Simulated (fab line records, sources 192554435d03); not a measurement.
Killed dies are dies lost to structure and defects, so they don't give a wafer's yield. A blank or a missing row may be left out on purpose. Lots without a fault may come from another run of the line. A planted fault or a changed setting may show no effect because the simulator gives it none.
Which tool did it? | flow n5_finfet | 10 lots, 29 wafers sampled, at 5 steps of a route of 1938

WHAT THE GAUGES READ, wafer by wafer
N5_MOL_CONTACT_COAG_INSPECT_97: inspects for defects (darkfield). Usual: raw_defect_count 47, standard deviation 15.
lot  | measured     | on                | raw_defect_count | flag
L759 | day 5 10:08  | defect_inspect-01 | 37 46 30         |
L760 | day 5 23:44  | defect_inspect-01 | 50 59 48         |
L761 | day 6 11:18  | defect_inspect-01 | 57 29 53         |
L765 | day 7 09:34  | defect_inspect-02 | 39 33 35         |
L767 | day 7 13:44  | defect_inspect-01 | 70 47 59         |
L768 | day 7 20:37  | defect_inspect-01 | 48 88            |
L777 | day 10 00:18 | defect_inspect-02 | 47 55 59         |
L780 | day 10 13:49 | defect_inspect-02 | 49 33 33         |
L781 | day 11 00:23 | defect_inspect-01 | 27 28 28         |
L782 | day 11 06:12 | defect_inspect-01 | 44 51 59         |

N5_BEOL_M4_RC_MEAS_101. Usual: DIBL_N 37.3 mV/V, standard deviation 2.3; DIBL_P 37.4 mV/V, standard deviation 2.9; IOFF_N 0.18 nA/um, standard deviation 0.045; IOFF_P 0.25 nA/um, standard deviation 0.054; ION_N 679 uA/um, standard deviation 15; ION_P 468 uA/um, standard deviation 9.7; SS_N 71.8 mV/dec, standard deviation 0.62; SS_P 73.6 mV/dec, standard deviation 0.76; VT_N 248 mV, standard deviation 4.1; VT_P -248 mV, standard deviation 3.6.
lot  | measured     | on        | DIBL_N (mV/V)  | DIBL_P (mV/V)  | IOFF_N (nA/um) | IOFF_P (nA/um) | ION_N (uA/um) | ION_P (uA/um) | SS_N (mV/dec)  | SS_P (mV/dec)  | VT_N (mV)   | VT_P (mV)      | flag
L759 | day 7 19:43  | prober-02 | 40.0 36.8 42.1 | 39.1 35.1 40.9 | 0.22 0.16 0.27 | 0.33 0.23 0.35 | 686 680 691   | 470 469 472   | 71.7 71.4 72.3 | 73.7 73.0 74.2 | 242 249 243 | -242 -248 -241 |
L760 | day 8 14:34  | prober-01 | 36.8 36.2 37.5 | 37.7 35.5 37.9 | 0.16 0.14 0.17 | 0.26 0.24 0.28 | 687 669 689   | 483 466 482   | 72.0 71.4 71.9 | 74.3 73.4 73.8 | 247 251 246 | -246 -245 -246 |
L761 | day 8 21:56  | prober-02 | 33.6 32.9 37.0 | 32.9 33.4 36.0 | 0.12 0.12 0.18 | 0.20 0.20 0.24 | 655 667 675   | 456 469 464   | 71.0 70.7 71.3 | 73.3 72.9 73.5 | 252 255 247 | -247 -248 -249 |
L765 | day 9 22:19  | prober-02 | 34.8 36.0 33.0 | 33.3 36.1 31.3 | 0.13 0.16 0.11 | 0.20 0.25 0.18 | 670 673 672   | 466 460 465   | 70.5 71.8 70.0 | 74.2 74.5 73.2 | 250 247 253 | -251 -249 -251 |
L767 | day 10 00:09 | prober-02 | 40.4 38.3 38.9 | 39.5 36.6 38.0 | 0.25 0.18 0.20 | 0.31 0.26 0.27 | 708 667 701   | 483 464 481   | 72.6 71.1 72.2 | 74.4 73.6 73.5 | 242 246 245 | -243 -245 -245 |
L768 | day 10 02:01 | prober-02 | 39.1 41.6      | 39.9 44.0      | 0.21 0.27      | 0.28 0.34      | 685 706       | 467 480       | 71.8 73.0      | 74.1 75.6      | 245 244     | -247 -245      |
L777 | day 12 10:14 | prober-01 | 38.1 39.1 36.4 | 38.7 39.5 35.6 | 0.18 0.20 0.16 | 0.23 0.24 0.19 | 679 674 685   | 459 458 465   | 72.0 71.9 71.9 | 73.5 73.8 73.0 | 246 246 249 | -250 -250 -252 |
L780 | day 13 07:53 | prober-02 | 40.7 35.8 39.5 | 41.8 35.6 41.2 | 0.23 0.14 0.22 | 0.30 0.20 0.28 | 679 662 677   | 467 462 464   | 72.8 71.7 73.2 | 73.9 73.1 74.6 | 244 252 246 | -248 -252 -249 |
L781 | day 13 12:40 | prober-01 | 38.2 38.9 34.8 | 37.6 41.0 34.9 | 0.17 0.22 0.12 | 0.22 0.31 0.19 | 663 688 654   | 455 470 460   | 72.4 72.6 71.5 | 73.6 74.6 73.9 | 254 244 257 | -252 -246 -251 |
L782 | day 13 13:46 | prober-02 | 38.2 37.2 34.7 | 36.8 36.0 33.0 | 0.19 0.18 0.13 | 0.30 0.26 0.21 | 680 681 675   | 476 468 472   | 71.5 71.3 71.0 | 73.7 73.0 72.6 | 246 246 251 | -242 -246 -248 |

WHICH TOOL RAN EACH LOT (tool, then ch and the chambers of the sampled wafers, then the start)
lot  | N5_MOL_CONTACT_COAG_ETCHBACK_136   | N5_MOL_CONTACT_COAG_CMP_52   | N5_BEOL_M0_SAQP_PECVD_03
L759 | rie_diel-02 ch 0,1,3, day 5 05:56  | cmp-02 ch 2,3, day 5 06:46   | pecvd-02 ch 0,1, day 5 12:31
L760 | rie_diel-06 ch 0,2,3, day 5 19:33  | cmp-04 ch 1,2,3, day 5 20:25 | pecvd-03 ch 0,1, day 6 02:16
L761 | rie_diel-06 ch 0,3, day 5 20:20    | cmp-02 ch 0,3, day 5 21:10   | pecvd-04 ch 0,1,2, day 6 12:30
L765 | rie_diel-02 ch 1,2,3, day 7 05:21  | cmp-01 ch 0,2,3, day 7 06:16 | pecvd-04 ch 1,2, day 7 10:26
L767 | rie_diel-06 ch 0,1,3, day 7 09:29  | cmp-02 ch 0,3, day 7 10:20   | pecvd-04 ch 0,2, day 7 15:35
L768 | rie_diel-04 ch 1,3, day 7 16:25    | cmp-04 ch 0,1, day 7 17:20   | pecvd-04 ch 2, day 7 21:28
L777 | rie_diel-06 ch 0,1,3, day 9 20:06  | cmp-02 ch 0,1,2, day 9 20:56 | pecvd-02 ch 0,1,2, day 10 01:19
L780 | rie_diel-04 ch 0,1,3, day 10 09:37 | cmp-04 ch 0,3, day 10 10:27  | pecvd-04 ch 1,2, day 10 15:10
L781 | rie_diel-04 ch 1,2,3, day 10 20:11 | cmp-04 ch 2,3, day 10 21:01  | pecvd-04 ch 1,2, day 11 01:38
L782 | rie_diel-04 ch 1,3, day 11 01:58   | cmp-02 ch 1,3, day 11 02:51  | pecvd-04 ch 1,2, day 11 07:39
- N5_MOL_CONTACT_COAG_ETCHBACK_136: etches SiO2 in CHF3, target depth 25 nm, time 16.7 s.
- N5_MOL_CONTACT_COAG_CMP_52: polishes, stops on SiO2, t overpolish 1.5 s, target thk 66.5 nm.
- N5_BEOL_M0_SAQP_PECVD_03: deposits SiCN from 3MS/NH3, target thk 12 nm, time 21.1 s.

WHAT THE TOOLS THEMSELVES READ (means of the sampled wafers that have a number; where no wafer has one, the mark that the record gives instead)
N5_MOL_CONTACT_COAG_ETCHBACK_136. Usual: drypump_motor_current_A 5.6 A, standard deviation 0.4; oes_product_au 0.77 a.u., standard deviation 0.082; rf_vpp_V 517 V, standard deviation 17; showerhead_plenum_p_Torr 2.35 Torr, standard deviation 0.06; throttle_valve_pct 18.77 %, standard deviation 0.17.
lot  | tool        | drypump_motor_current_A (A) | oes_product_au (a.u.) | rf_vpp_V (V) | showerhead_plenum_p_Torr (Torr) | throttle_valve_pct (%) | flag
L759 | rie_diel-02 | 5.6                         | 0.79                  | 524          | 2.35                            | 18.65                  |
L760 | rie_diel-06 | 5.6                         | 0.76                  | 515          | 2.36                            | 18.80                  |
L761 | rie_diel-06 | 5.6                         | 0.82                  | 511          | 2.35                            | 18.71                  |
L765 | rie_diel-02 | 5.2                         | 0.79                  | 516          | 2.34                            | 18.62                  |
L767 | rie_diel-06 | 5.8                         | 0.82                  | 521          | 2.34                            | 18.79                  |
L768 | rie_diel-04 | 5.3                         | 0.78                  | 514          | 2.31                            | 18.95                  |
L777 | rie_diel-06 | 5.8                         | 0.89                  | 522          | 2.33                            | 18.69                  |
L780 | rie_diel-04 | 5.6                         | 0.75                  | 512          | 2.35                            | 18.94                  |
L781 | rie_diel-04 | 5.5                         | 0.73                  | 508          | 2.32                            | 18.93                  |
L782 | rie_diel-04 | 5.2                         | 0.75                  | 512          | 2.30                            | 19.05                  |

N5_MOL_CONTACT_COAG_CMP_52. Usual: motor_current_A 12.0 A, standard deviation 0.86; overpolish_run_s 1.501 s, standard deviation 0.0093; time_to_endpoint_s 14.1 s, standard deviation 2.3.
lot  | tool   | motor_current_A (A) | overpolish_run_s (s) | time_to_endpoint_s (s) | flag
L759 | cmp-02 | 12.1                | 1.504                | 12.3                   |
L760 | cmp-04 | 12.1                | 1.508                | 14.2                   |
L761 | cmp-02 | 11.5                | 1.503                | 13.2                   |
L765 | cmp-01 | 11.3                | 1.500                | 15.3                   |
L767 | cmp-02 | 12.0                | 1.510                | 15.3                   |
L768 | cmp-04 | 11.3                | 1.491                | 14.2                   |
L777 | cmp-02 | 13.0                | 1.505                | 12.7                   |
L780 | cmp-04 | 11.8                | 1.498                | 15.5                   |
L781 | cmp-04 | 12.6                | 1.497                | 17.4                   |
L782 | cmp-02 | 12.4                | 1.496                | 15.0                   |

N5_BEOL_M0_SAQP_PECVD_03. Usual: chamber_pressure_Torr 3.000 Torr, standard deviation 0.0075; run_length_s 51.2 s, standard deviation 0.58; showerhead_plenum_p_Torr 3.665 Torr, standard deviation 0.015; showerhead_vpp_V 842 V, standard deviation 41; throttle_valve_pct 9.0 %, standard deviation 0.68.
lot  | tool     | chamber_pressure_Torr (Torr) | run_length_s (s) | showerhead_plenum_p_Torr (Torr) | showerhead_vpp_V (V) | throttle_valve_pct (%) | flag
L759 | pecvd-02 | 3.007                        | 51.9             | 3.679                           | 848                  | 9.6                    |
L760 | pecvd-03 | 3.008                        | 50.7             | 3.653                           | 876                  | 8.9                    |
L761 | pecvd-04 | 2.994                        | 51.5             | 3.668                           | 841                  | 8.9                    |
L765 | pecvd-04 | 2.997                        | 51.1             | 3.674                           | 819                  | 8.9                    |
L767 | pecvd-04 | 2.997                        | 53.5             | 3.656                           | 847                  | 8.8                    | OFF
L768 | pecvd-04 | 3.002                        | 54.5             | 3.666                           | 798                  | 9.1                    | OFF
L777 | pecvd-02 | 3.001                        | 51.5             | 3.671                           | 836                  | 9.2                    |
L780 | pecvd-04 | 2.993                        | 51.0             | 3.671                           | 841                  | 8.9                    |
L781 | pecvd-04 | 3.011                        | 50.8             | 3.671                           | 822                  | 9.1                    |
L782 | pecvd-04 | 2.999                        | 51.4             | 3.674                           | 844                  | 9.1                    |

THE ANSWER, worked out from the rows above alone
Rule: a lot is off if the mean of its wafers that have a number lies more than 3 standard deviations from the usual mean. A lot without any number at a reading at which 4 lots or more have one is off too. The other lots that the step has rows for count as sound. The gauges are gone through in route order, then the tools' own readings, and for those a lot's mean is taken as printed above. The first step at which some lot is off is used, and at that step the reading that is off furthest; a lot without a number counts as furthest.
Off: L767, L768, at N5_BEOL_M0_SAQP_PECVD_03 (run_length_s).
A tool fits if, at that step or a process step before it, it ran every lot that is off, and no sound lot after the first of them. None of those tried fits.

WHAT THE SIMULATOR HAD PUT IN
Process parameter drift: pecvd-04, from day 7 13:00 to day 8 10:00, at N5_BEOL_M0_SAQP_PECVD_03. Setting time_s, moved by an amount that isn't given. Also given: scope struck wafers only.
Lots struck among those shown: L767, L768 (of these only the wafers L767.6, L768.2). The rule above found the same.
